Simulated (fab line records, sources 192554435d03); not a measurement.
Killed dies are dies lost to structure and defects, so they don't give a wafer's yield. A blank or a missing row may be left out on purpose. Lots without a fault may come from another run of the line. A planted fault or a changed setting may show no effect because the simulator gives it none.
Chamber matching | flow n5_finfet | N5_BEOL_M7_CURE_75 on uv_cure-03: 3 sister chambers
The step cures SiCOH lowk, time 120 s. 16 wafers are shown with their chamber, then 8 later ones without.

WAFERS WITH THEIR CHAMBER
wafer  | chamber | wafer_temp_C_max | lamp_power_pct (%)
L075.1 | 1       | 371.1            | 52.30
L075.3 | 1       | 371.6            | 52.26
L075.6 | 1       | 371.4            | 52.38
L076.1 | 0       | 372.9            | 52.41
L076.3 | 0       | 372.1            | 52.30
L076.5 | 0       | 372.5            | 52.41
L080.1 | 0       | 372.4            | 52.27
L080.4 | 0       | 372.5            | 52.25
L080.6 | 0       | 373.4            | 52.29
L087.1 | 0       | 373.0            | 52.34
L087.2 | 0       | 372.0            | 52.39
L087.3 | 0       | 372.0            | 52.32
L086.1 | 0       | 372.3            | 52.29
L086.2 | 0       | 372.0            | 52.42
L086.6 | 0       | 373.0            | 52.38
L090.3 | 2       | 372.3            | 52.29

SIGNATURES (means of the wafers above)
reading          | chamber 0 | chamber 1 | chamber 2 | scatter within a chamber
wafer_temp_C_max | 372.508   | 371.367   | 372.300   | 0.443
lamp_power_pct   | 52.3392   | 52.3133   | 52.2900   | 0.0606
Rule: a wafer's distance from a chamber is the root of the sum, over the readings, of the square of ((its reading less the chamber's mean) divided by the reading's scatter). The wafer belongs to the nearest chamber; if the next one is less than 2 further off, it can't be placed. The scatter: the root of (the sum of the squares of (reading less its chamber's mean) over the shown wafers, divided by (wafers less chambers)).

WAFERS WITHOUT THEIR CHAMBER
wafer  | wafer_temp_C_max | lamp_power_pct (%)
L090.4 | 372.4            | 52.31
L090.6 | 372.6            | 52.43
L094.1 | 371.9            | 52.39
L094.4 | 372.0            | 52.36
L094.6 | 371.6            | 52.22
L096.3 | 372.1            | 52.43
L096.4 | 372.1            | 52.27
L096.6 | 373.5            | 52.31

WHICH CHAMBER EACH WENT THROUGH
wafer  | from the rows above          | in truth
L090.4 | can't be placed: 2 or 0 or 1 | 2
L090.6 | can't be placed: 0 or 2 or 1 | 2
L094.1 | can't be placed: 0 or 1 or 2 | 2
L094.4 | can't be placed: 0 or 2 or 1 | 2
L094.6 | can't be placed: 1 or 2 or 0 | 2
L096.3 | can't be placed: 0 or 2 or 1 | 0
L096.4 | can't be placed: 2 or 0 or 1 | 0
L096.6 | can't be placed: 0 or 2      | 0
Placed correctly: 0 of 8. Can't be placed from these rows: 8 (the true chamber is among the candidates in 8). Placed wrongly: 0.
